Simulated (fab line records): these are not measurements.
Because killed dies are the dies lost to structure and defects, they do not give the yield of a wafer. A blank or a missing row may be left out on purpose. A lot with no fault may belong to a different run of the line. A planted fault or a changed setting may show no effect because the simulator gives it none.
Lot-split experiment ; flow n5Finfet ; 7 lots, 21 wafers read, on a route of 1938 steps

== ON THE SPLIT ==
At N5_BEOL_M0_SAQP_PECVD_04 (deposits a-Si from SiH4/He, target thk 60 nm, time 60.2 s), the setting timeS was moved away from the recipe's 60.2 s on 8 of the 21 wafers read, by -9.5% to -4.9%. This setting was run at the recipe's value on the other wafers.

Reading taken at the split's own step.

== THE READING ==
a-Si_of_BEOL_M0_SAQP_PECVD_04.thkNm (the simulator's own value, which no gauge read), in nm, at N5_BEOL_M0_SAQP_PECVD_04 (deposits a-Si from SiH4/He, target thk 60 nm, time 60.2 s). There is no usual value for it anywhere in the file. Here, 13 wafers ran the recipe; their average is 59.2 nm with a standard deviation of 1.3 nm.

wafer;tool, chamber at the split;timeS as run, s;against the recipe;a-Si_of_BEOL_M0_SAQP_PECVD_04.thkNm, nm;against lot-mates on the recipe
L079.1;pecvd-03, 1;60.2;recipe;58.2;-
L079.3;pecvd-03, 2;57.25;-4.9%;55.2;-3.0
L079.5;pecvd-03, 2;57.25;-4.9%;56;-2.2
L082.1;pecvd-03, 0;60.2;recipe;57.4;-
L082.2;pecvd-03, 1;60.2;recipe;58.8;-
L082.4;pecvd-03, 2;54.65;-9.2%;54;-4.1
L083.1;pecvd-02, 1;60.2;recipe;58.8;-
L083.3;pecvd-02, 0;60.2;recipe;59;-
L083.6;pecvd-02, 0;60.2;recipe;59.8;-
L089.3;pecvd-02, 1;60.2;recipe;60;-
L089.5;pecvd-02, 2;60.2;recipe;60.2;-
L089.6;pecvd-02, 0;60.2;recipe;60.8;-
L090.2;pecvd-04, 1;54.7;-9.1%;54.8;no lot-mate on the recipe
L090.3;pecvd-04, 2,0;54.7;-9.1%;53.8;no lot-mate on the recipe
L090.4;pecvd-04, 2,0;54.7;-9.1%;53.8;no lot-mate on the recipe
L094.2;pecvd-03, 2;60.2;recipe;58;-
L094.3;pecvd-03, 0;60.2;recipe;58.2;-
L094.5;pecvd-03, 0;60.2;recipe;58.4;-
L095.1;pecvd-04, 2;54.49;-9.5%;53.8;-8.4
L095.3;pecvd-04, 1;54.49;-9.5%;54.2;-8.0
L095.4;pecvd-04, 1;60.2;recipe;62.2;-
Where a row lists several chambers, the file gives one row for several wafers and doesn't say which wafer went through which chamber.

FIT RESULTS
A straight line over all 21 wafers: a-Si_of_BEOL_M0_SAQP_PECVD_04.thkNm changes by +0.564 nm for each +1% of timeS; r = +0.91; the points scatter about the line by 1.1 nm.
The same after taking each lot's own level away (the mean of its wafers on the recipe; 18 wafers): +0.707 nm for each +1%; r = +0.94; scatter 0.94 nm.
Per that fit: largest timeS move, reading shift of 6.7 nm.
The lots' own levels span 58.10 to 62.20 nm, that is 3.2 times the standard deviation above.
So the slope is not independent of the lot-to-lot level: the two fits are not the same.
Check: with one of the wafers moved furthest among these (-9.5%) left out of the fit, the line predicts -5.93 nm for it against its lot-mates. It came out at -8.4 nm against them.

== OTHER SPLITS APPLIED TO THESE WAFERS ==
Note: prior to the reading, these wafers also went through further splits. Each is held against what the fit with the lots' levels taken away leaves over:
other split on the same wafers;wafers away from the commonest value;r with a-Si_of_BEOL_M0_SAQP_PECVD_04.thkNm (lot level and that fit taken away)
N5_PMOS_HMC_CHANNEL_EPI_COAT_03 spinRpm;7;-0.15
N5_PMOS_HMC_CHANNEL_EPI_PEB_07 pebTimeS;8;-0.24
N5_FIN_SAQP_SPACER1_ALD_24 aldCycles;7;-0.44
N5_DUMMY_GATE_EXPOSE_12 doseMj;6;+0.22
N5_DUMMY_GATE_DESCUM_20 timeS;9;-0.17
N5_GATE_CUT_ALD_22 aldCycles;8;+0.08
N5_MOL_CONTACT_COAG_ALD_27 aldCycles;8;-0.20

== THE WHOLE CHAIN: every reading that the file lists as answering this split, in the file's order ==
step;what it does;reading;change (the file's fit);r (the file's)
N5_BEOL_M0_SAQP_PECVD_04;deposits a-Si from SiH4/He, target thk 60 nm, time 60.2 s;a-Si_of_BEOL_M0_SAQP_PECVD_04.thkNm (the simulator's own value, which no gauge read);+0.645 nm for each +1% of the setting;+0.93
N5_BEOL_M0_SAQP_THK_MEAS_05;;thkNm;withheld for each +1% of the setting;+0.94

== THE FILE'S OWN FIT ==
a-Si_of_BEOL_M0_SAQP_PECVD_04.thkNm changes by +0.645 nm for each +1% of timeS, r = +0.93.
